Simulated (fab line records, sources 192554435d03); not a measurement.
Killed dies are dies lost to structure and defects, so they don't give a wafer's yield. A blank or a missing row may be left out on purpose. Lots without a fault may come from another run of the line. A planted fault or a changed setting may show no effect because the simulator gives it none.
Which tool did it? | flow n5_finfet | 8 lots, 24 wafers sampled, at 7 steps of a route of 1938

WHAT THE GAUGES READ, wafer by wafer
N5_SD_EPI_N_OVL_MEAS_10. Usual: SD_N_BLK_OVL -0.3 nm, standard deviation 0.66.
lot  | measured    | on         | SD_N_BLK_OVL (nm) | flag
L288 | day 3 00:14 | overlay-01 | 0.5 -0.1 -0.4     |
L293 | day 4 06:50 | overlay-02 | 0.1 -0.4 0.2      |
L294 | day 4 15:44 | overlay-02 | 0.0 0.2 -0.1      |
L296 | day 4 23:45 | overlay-01 | 0.1 -0.5 -0.2     |
L307 | day 7 20:24 | overlay-02 | -0.6 -1.3 -0.3    |
L306 | day 8 00:29 | overlay-02 | -0.8 0.0 0.1      |
L310 | day 8 12:15 | overlay-02 | -0.5 -0.5 -0.4    |
L311 | day 8 20:24 | overlay-01 | -0.1 -0.3 -1.1    |

N5_SD_EPI_N_EPI_MEAS_23. Usual: thk_nm 58.9 nm, standard deviation 1.3.
lot  | measured    | on            | thk_nm (nm)    | flag
L288 | day 3 06:05 | film_metro-01 | 56.9 59.7 59.2 |
L293 | day 4 11:01 | film_metro-01 | 58.1 59.8 60.4 |
L294 | day 4 19:58 | film_metro-02 | 57.7 58.2 58.5 |
L296 | day 5 05:13 | film_metro-02 | 60.2 59.7 54.3 |
L307 | day 7 23:51 | film_metro-02 | 60.2 58.0 57.2 |
L306 | day 8 04:06 | film_metro-02 | 60.4 57.6 55.4 |
L310 | day 8 15:43 | film_metro-01 | 58.9 60.8 58.3 |
L311 | day 8 23:52 | film_metro-02 | 57.5 57.5 58.5 |

N5_SD_ACTIVATION_RS_MEAS_03: measures by four-point-probe. Usual: RS_SD_N 21.95 ohm/sq, standard deviation 0.28; RS_SD_P 56.1 ohm/sq, standard deviation 0.86.
lot  | measured    | on            | RS_SD_N (ohm/sq)  | RS_SD_P (ohm/sq) | flag
L288 | day 3 12:14 | film_metro-01 | 22.04 22.01 21.93 | 55.2 55.9 55.2   |
L293 | day 4 16:38 | film_metro-01 | 21.66 21.66 21.79 | 56.0 56.1 56.5   |
L294 | day 5 01:20 | film_metro-02 | 22.28 22.26 22.15 | 57.3 56.7 56.9   |
L296 | day 5 10:38 | film_metro-02 | 21.19 21.69 23.66 | 57.7 56.8 56.9   |
L307 | day 8 05:47 | film_metro-02 | 21.70 22.40 22.24 | 56.6 55.9 55.2   |
L306 | day 8 09:56 | film_metro-01 | 21.81 22.30 22.10 | 54.6 54.8 54.5   |
L310 | day 8 22:01 | film_metro-02 | 21.61 21.31 21.72 | 55.2 56.2 56.4   |
L311 | day 9 06:11 | film_metro-01 | 22.16 22.03 22.16 | 57.5 56.2 57.2   |

N5_BEOL_M4_RC_MEAS_101. Usual: DIBL_N 36.2 mV/V, standard deviation 1.6; DIBL_P 36.5 mV/V, standard deviation 1.9; IOFF_N 0.158 nA/um, standard deviation 0.027; IOFF_P 0.21 nA/um, standard deviation 0.038; ION_N 675 uA/um, standard deviation 12; ION_P 464 uA/um, standard deviation 8.9; RS_SD_N 28.4 ohm/sq, standard deviation 0.35; SS_N 71.5 mV/dec, standard deviation 0.61; SS_P 73.4 mV/dec, standard deviation 0.59; VT_N 250.4 mV, standard deviation 3; VT_P -250 mV, standard deviation 3.6.
lot  | measured     | on        | DIBL_N (mV/V)  | DIBL_P (mV/V)  | IOFF_N (nA/um)    | IOFF_P (nA/um) | ION_N (uA/um) | ION_P (uA/um) | RS_SD_N (ohm/sq) | SS_N (mV/dec)  | SS_P (mV/dec)  | VT_N (mV)         | VT_P (mV)      | flag
L288 | day 7 23:20  | prober-02 | 34.3 36.1 36.9 | 35.5 38.0 38.7 | 0.138 0.161 0.184 | 0.19 0.24 0.25 | 668 682 688   | 457 466 465   | 28.7 28.3 28.2   | 70.9 71.5 72.0 | 72.3 72.9 73.2 | 252.3 252.3 249.9 | -251 -251 -246 |
L293 | day 9 00:47  | prober-02 | 37.8 37.4 35.7 | 36.5 37.5 34.7 | 0.156 0.165 0.122 | 0.20 0.21 0.17 | 672 676 653   | 455 462 452   | 28.2 28.0 28.0   | 70.3 71.3 70.5 | 73.7 73.5 72.9 | 252.7 248.5 254.3 | -250 -248 -253 |
L294 | day 9 10:29  | prober-01 | 37.8 38.4 39.3 | 37.8 38.4 39.3 | 0.168 0.180 0.192 | 0.21 0.22 0.24 | 684 689 680   | 461 461 463   | 28.7 28.7 28.5   | 72.0 71.5 71.3 | 73.6 74.4 74.3 | 253.7 249.0 251.1 | -250 -250 -253 |
L296 | day 9 20:32  | prober-01 | 37.5 39.8 36.1 | 36.6 38.7 34.4 | 0.156 0.211 0.126 | 0.18 0.21 0.16 | 666 682 646   | 452 453 437   | 27.4 28.2 30.7   | 71.0 72.3 71.1 | 73.1 73.9 73.0 | 250.0 246.5 256.7 | -257 -255 -259 |
L307 | day 12 12:52 | prober-01 | 37.6 35.3 34.3 | 39.8 38.0 36.5 | 0.205 0.153 0.132 | 0.24 0.21 0.18 | 676 669 658   | 460 462 459   | 28.4 28.9 28.8   | 72.9 71.9 71.9 | 74.1 74.0 73.4 | 246.6 252.0 253.2 | -249 -251 -253 |
L306 | day 12 17:14 | prober-01 | 35.9 37.0 38.6 | 35.2 37.2 40.1 | 0.144 0.162 0.212 | 0.20 0.23 0.30 | 699 691 705   | 475 467 488   | 28.6 28.8 28.8   | 71.7 71.6 72.1 | 73.5 74.1 74.0 | 248.9 248.4 245.7 | -250 -251 -242 |
L310 | day 14 08:34 | prober-02 | 35.0 34.2 32.9 | 34.8 34.5 33.3 | 0.149 0.141 0.116 | 0.22 0.22 0.19 | 664 686 666   | 463 482 469   | 28.0 27.5 28.3   | 71.1 70.4 71.3 | 72.8 73.0 73.1 | 250.4 249.9 252.7 | -248 -248 -251 |
L311 | day 14 01:01 | prober-01 | 38.4 36.2 36.0 | 38.9 36.3 35.3 | 0.223 0.157 0.158 | 0.30 0.23 0.21 | 690 666 675   | 478 461 461   | 28.7 28.6 28.5   | 73.0 71.9 71.6 | 74.6 73.7 72.9 | 246.9 252.2 252.8 | -245 -248 -252 |

WHICH TOOL RAN EACH LOT (tool, then ch and the chambers of the sampled wafers, then the start)
lot  | N5_SD_EPI_N_DESCUM_14             | N5_SD_EPI_N_ETCH_35               | N5_SD_EPI_N_EPI_21
L288 | rie_diel-02 ch 0,3, day 3 00:52   | rie_diel-02 ch 0,3, day 3 00:58   | epi_rpcvd-01 ch 0, day 3 03:33
L293 | rie_diel-04 ch 0,2,3, day 4 06:53 | rie_diel-04 ch 0,2,3, day 4 06:59 | epi_rpcvd-01 ch 0, day 4 08:44
L294 | rie_diel-02 ch 0,1, day 4 15:47   | rie_diel-02 ch 0,1, day 4 15:53   | epi_rpcvd-01 ch 0, day 4 17:41
L296 | rie_diel-02 ch 0,1,2, day 5 00:05 | rie_diel-02 ch 0,1,2, day 5 00:11 | epi_rpcvd-01 ch 0, day 5 02:11
L307 | rie_diel-04 ch 2,3, day 7 20:28   | rie_diel-04 ch 2,3, day 7 20:33   | epi_rpcvd-04 ch 0, day 7 22:25
L306 | rie_diel-02 ch 1,2,3, day 8 00:43 | rie_diel-02 ch 1,2,3, day 8 00:48 | epi_rpcvd-01 ch 0, day 8 02:23
L310 | rie_diel-04 ch 1,3, day 8 12:19   | rie_diel-04 ch 1,3, day 8 12:24   | epi_rpcvd-01 ch 0, day 8 14:00
L311 | rie_diel-04 ch 2,3, day 8 20:28   | rie_diel-04 ch 2,3, day 8 20:34   | epi_rpcvd-01 ch 0, day 8 22:08
- N5_SD_EPI_N_DESCUM_14: chemistry O2, time 7.9 s.
- N5_SD_EPI_N_ETCH_35: etches SOC in N2/H2, overetch 108 nm, time 486 s.
- N5_SD_EPI_N_EPI_21: deposits Si:P, time 690 s.

WHAT THE TOOLS THEMSELVES READ (means of the sampled wafers that have a number; where no wafer has one, the mark that the record gives instead)
N5_SD_EPI_N_DESCUM_14. Usual: chamber_pressure_mTorr 19.999 mTorr, standard deviation 0.019; drypump_motor_current_A 5.8 A, standard deviation 0.44; oes_product_au 0.79 a.u., standard deviation 0.097; rf_fwd_power_W 49.43 W, standard deviation 0.2; rf_vpp_V 243.5 V, standard deviation 1.2; showerhead_plenum_p_Torr 2.10 Torr, standard deviation 0.068; throttle_valve_pct 20.32 %, standard deviation 0.17.
lot  | tool        | chamber_pressure_mTorr (mTorr) | drypump_motor_current_A (A) | oes_product_au (a.u.) | rf_fwd_power_W (W) | rf_vpp_V (V) | showerhead_plenum_p_Torr (Torr) | throttle_valve_pct (%) | flag
L288 | rie_diel-02 | 19.985                         | 5.8                         | 0.74                  | 49.39              | 242.7        | 2.06                            | 20.31                  |
L293 | rie_diel-04 | 20.004                         | 5.9                         | 0.71                  | 49.45              | 242.9        | 2.09                            | 20.32                  |
L294 | rie_diel-02 | 19.998                         | 5.4                         | 0.86                  | 49.31              | 243.3        | 2.09                            | 20.25                  |
L296 | rie_diel-02 | 20.013                         | 5.8                         | 0.83                  | 49.41              | 244.0        | 2.12                            | 20.24                  |
L307 | rie_diel-04 | 20.006                         | 6.2                         | 0.72                  | 49.31              | 243.6        | 2.13                            | 20.51                  |
L306 | rie_diel-02 | 20.013                         | 5.7                         | 0.86                  | 49.40              | 243.6        | 2.15                            | 20.17                  |
L310 | rie_diel-04 | 19.982                         | 6.1                         | 0.77                  | 49.20              | 243.5        | 2.16                            | 20.46                  |
L311 | rie_diel-04 | 20.001                         | 6.0                         | 0.69                  | 49.44              | 242.8        | 2.08                            | 20.49                  |

N5_SD_EPI_N_ETCH_35. Usual: chamber_pressure_mTorr 19.999 mTorr, standard deviation 0.019; drypump_motor_current_A 5.8 A, standard deviation 0.45; oes_product_au 0.70 a.u., standard deviation 0.085; rf_fwd_power_W 2997 W, standard deviation 9.3; rf_vpp_V 241.0 V, standard deviation 1.2; showerhead_plenum_p_Torr 2.56 Torr, standard deviation 0.08; throttle_valve_pct 23.68 %, standard deviation 0.24.
lot  | tool        | chamber_pressure_mTorr (mTorr) | drypump_motor_current_A (A) | oes_product_au (a.u.) | rf_fwd_power_W (W) | rf_vpp_V (V) | showerhead_plenum_p_Torr (Torr) | throttle_valve_pct (%) | flag
L288 | rie_diel-02 | 20.015                         | 5.8                         | 0.67                  | 3000               | 239.5        | 2.49                            | 23.69                  |
L293 | rie_diel-04 | 20.002                         | 5.8                         | 0.64                  | 3007               | 240.9        | 2.54                            | 23.58                  |
L294 | rie_diel-02 | 19.987                         | 5.5                         | 0.77                  | 2999               | 241.7        | 2.54                            | 23.64                  |
L296 | rie_diel-02 | 20.000                         | 5.7                         | 0.75                  | 2991               | 241.3        | 2.57                            | 23.56                  |
L307 | rie_diel-04 | 20.001                         | 6.3                         | 0.64                  | 2998               | 241.5        | 2.58                            | 23.84                  |
L306 | rie_diel-02 | 20.013                         | 5.7                         | 0.78                  | 3002               | 242.0        | 2.61                            | 23.55                  |
L310 | rie_diel-04 | 20.009                         | 6.2                         | 0.69                  | 2994               | 241.9        | 2.60                            | 23.80                  |
L311 | rie_diel-04 | 19.993                         | 6.0                         | 0.63                  | 3007               | 240.8        | 2.53                            | 23.80                  |

THE ANSWER, worked out from the rows above alone
Rule: a lot is off if the mean of its wafers that have a number lies more than 3 standard deviations from the usual mean. A lot without any number at a reading at which 4 lots or more have one is off too. The other lots that the step has rows for count as sound. The gauges are gone through in route order, then the tools' own readings, and for those a lot's mean is taken as printed above. The first step at which some lot is off is used, and at that step the reading that is off furthest; a lot without a number counts as furthest.
No lot is off at any reading shown: from this, nothing can be told.

WHAT THE SIMULATOR HAD PUT IN
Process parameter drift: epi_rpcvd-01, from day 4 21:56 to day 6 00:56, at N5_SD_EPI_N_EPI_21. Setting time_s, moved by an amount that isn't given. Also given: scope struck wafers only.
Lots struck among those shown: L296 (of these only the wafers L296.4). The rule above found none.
